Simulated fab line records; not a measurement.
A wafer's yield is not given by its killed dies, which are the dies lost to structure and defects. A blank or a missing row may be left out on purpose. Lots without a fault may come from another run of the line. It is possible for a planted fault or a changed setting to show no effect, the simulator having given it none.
Matching of chambers || flow n5Finfet || N5_BEOL_M6_STRIP_19 on rieDiel-02: 4 sister chambers
The step strips in O2. 20 wafers are shown with their chamber, then 10 later ones without.

WAFERS WITH THEIR CHAMBER
{"wafer": "L076.2", "chamber": 0, "showerheadPlenumPTorr (Torr)": 2.08, "drypumpMotorCurrentA (A)": 5.4, "oesProductAu (a.u.)": 0.72}
{"wafer": "L076.3", "chamber": 3, "showerheadPlenumPTorr (Torr)": 2.20, "drypumpMotorCurrentA (A)": 5.4, "oesProductAu (a.u.)": 0.77}
{"wafer": "L076.5", "chamber": 3, "showerheadPlenumPTorr (Torr)": 2.20, "drypumpMotorCurrentA (A)": 5.4, "oesProductAu (a.u.)": 0.77}
{"wafer": "L077.1", "chamber": 2, "showerheadPlenumPTorr (Torr)": 2.05, "drypumpMotorCurrentA (A)": 5.1, "oesProductAu (a.u.)": 0.89}
{"wafer": "L077.2", "chamber": 3, "showerheadPlenumPTorr (Torr)": 2.20, "drypumpMotorCurrentA (A)": 5.4, "oesProductAu (a.u.)": 0.76}
{"wafer": "L077.5", "chamber": 1, "showerheadPlenumPTorr (Torr)": 2.04, "drypumpMotorCurrentA (A)": 5.0, "oesProductAu (a.u.)": 0.85}
{"wafer": "L080.2", "chamber": 3, "showerheadPlenumPTorr (Torr)": 2.19, "drypumpMotorCurrentA (A)": 5.4, "oesProductAu (a.u.)": 0.76}
{"wafer": "L080.5", "chamber": 0, "showerheadPlenumPTorr (Torr)": 2.07, "drypumpMotorCurrentA (A)": 5.4, "oesProductAu (a.u.)": 0.72}
{"wafer": "L080.6", "chamber": 1, "showerheadPlenumPTorr (Torr)": 2.03, "drypumpMotorCurrentA (A)": 5.0, "oesProductAu (a.u.)": 0.84}
{"wafer": "L082.1", "chamber": 2, "showerheadPlenumPTorr (Torr)": 2.04, "drypumpMotorCurrentA (A)": 5.1, "oesProductAu (a.u.)": 0.86}
{"wafer": "L082.3", "chamber": 3, "showerheadPlenumPTorr (Torr)": 2.19, "drypumpMotorCurrentA (A)": 5.4, "oesProductAu (a.u.)": 0.76}
{"wafer": "L082.5", "chamber": 0, "showerheadPlenumPTorr (Torr)": 2.07, "drypumpMotorCurrentA (A)": 5.4, "oesProductAu (a.u.)": 0.72}
{"wafer": "L085.1", "chamber": 1, "showerheadPlenumPTorr (Torr)": 2.03, "drypumpMotorCurrentA (A)": 5.1, "oesProductAu (a.u.)": 0.82}
{"wafer": "L085.2", "chamber": 2, "showerheadPlenumPTorr (Torr)": 2.04, "drypumpMotorCurrentA (A)": 5.2, "oesProductAu (a.u.)": 0.86}
{"wafer": "L085.6", "chamber": 2, "showerheadPlenumPTorr (Torr)": 2.04, "drypumpMotorCurrentA (A)": 5.2, "oesProductAu (a.u.)": 0.86}
{"wafer": "L083.1", "chamber": 1, "showerheadPlenumPTorr (Torr)": 2.03, "drypumpMotorCurrentA (A)": 5.0, "oesProductAu (a.u.)": 0.82}
{"wafer": "L083.3", "chamber": 0, "showerheadPlenumPTorr (Torr)": 2.07, "drypumpMotorCurrentA (A)": 5.4, "oesProductAu (a.u.)": 0.70}
{"wafer": "L083.4", "chamber": 3, "showerheadPlenumPTorr (Torr)": 2.19, "drypumpMotorCurrentA (A)": 5.4, "oesProductAu (a.u.)": 0.75}
{"wafer": "L084.2", "chamber": 0, "showerheadPlenumPTorr (Torr)": 2.07, "drypumpMotorCurrentA (A)": 5.4, "oesProductAu (a.u.)": 0.70}
{"wafer": "L084.4", "chamber": 3, "showerheadPlenumPTorr (Torr)": 2.19, "drypumpMotorCurrentA (A)": 5.4, "oesProductAu (a.u.)": 0.74}

SIGNATURES (means of the wafers above)
{"reading": "showerheadPlenumPTorr", "chamber 0": 2.0720, "chamber 1": 2.0325, "chamber 2": 2.0425, "chamber 3": 2.1943, "scatter within a chamber": 0.00501}
{"reading": "drypumpMotorCurrentA", "chamber 0": 5.400, "chamber 1": 5.025, "chamber 2": 5.150, "chamber 3": 5.400, "scatter within a chamber": 0.0331}
{"reading": "oesProductAu", "chamber 0": 0.7120, "chamber 1": 0.8325, "chamber 2": 0.8675, "chamber 3": 0.7586, "scatter within a chamber": 0.0125}
Rule: a wafer lies at a distance from a chamber equal to the root of the sum of squares, over the readings, of (its reading less the chamber's mean, divided by the reading's scatter). If the next closest chamber is less than 2 further off than the closest, the wafer can't be placed; otherwise it belongs to the closest. The scatter: the root of (the sum of the squares of (reading less its chamber's mean) over the shown wafers, divided by (wafers less chambers)).

WAFERS WITHOUT THEIR CHAMBER
{"wafer": "L084.6", "showerheadPlenumPTorr (Torr)": 2.03, "drypumpMotorCurrentA (A)": 5.1, "oesProductAu (a.u.)": 0.81}
{"wafer": "L090.3", "showerheadPlenumPTorr (Torr)": 2.06, "drypumpMotorCurrentA (A)": 5.4, "oesProductAu (a.u.)": 0.69}
{"wafer": "L090.4", "showerheadPlenumPTorr (Torr)": 2.03, "drypumpMotorCurrentA (A)": 5.1, "oesProductAu (a.u.)": 0.81}
{"wafer": "L090.5", "showerheadPlenumPTorr (Torr)": 2.19, "drypumpMotorCurrentA (A)": 5.4, "oesProductAu (a.u.)": 0.75}
{"wafer": "L092.1", "showerheadPlenumPTorr (Torr)": 2.06, "drypumpMotorCurrentA (A)": 5.4, "oesProductAu (a.u.)": 0.69}
{"wafer": "L092.2", "showerheadPlenumPTorr (Torr)": 2.03, "drypumpMotorCurrentA (A)": 5.1, "oesProductAu (a.u.)": 0.83}
{"wafer": "L092.3", "showerheadPlenumPTorr (Torr)": 2.03, "drypumpMotorCurrentA (A)": 5.0, "oesProductAu (a.u.)": 0.79}
{"wafer": "L095.2", "showerheadPlenumPTorr (Torr)": 2.02, "drypumpMotorCurrentA (A)": 5.0, "oesProductAu (a.u.)": 0.79}
{"wafer": "L095.3", "showerheadPlenumPTorr (Torr)": 2.03, "drypumpMotorCurrentA (A)": 5.1, "oesProductAu (a.u.)": 0.83}
{"wafer": "L095.4", "showerheadPlenumPTorr (Torr)": 2.06, "drypumpMotorCurrentA (A)": 5.4, "oesProductAu (a.u.)": 0.69}

THE CHAMBER EACH PASSED THROUGH
{"wafer": "L084.6", "from the rows above": 1, "in truth": 1}
{"wafer": "L090.3", "from the rows above": 0, "in truth": 0}
{"wafer": "L090.4", "from the rows above": 1, "in truth": 1}
{"wafer": "L090.5", "from the rows above": 3, "in truth": 3}
{"wafer": "L092.1", "from the rows above": 0, "in truth": 0}
{"wafer": "L092.2", "from the rows above": "can't be placed: 1 or 2", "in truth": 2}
{"wafer": "L092.3", "from the rows above": 1, "in truth": 1}
{"wafer": "L095.2", "from the rows above": 1, "in truth": 1}
{"wafer": "L095.3", "from the rows above": "can't be placed: 1 or 2", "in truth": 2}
{"wafer": "L095.4", "from the rows above": 0, "in truth": 0}
8 of 10 placed correctly. These rows do not allow placing 2 (true chamber among the candidates in 2). 0 placed wrongly.
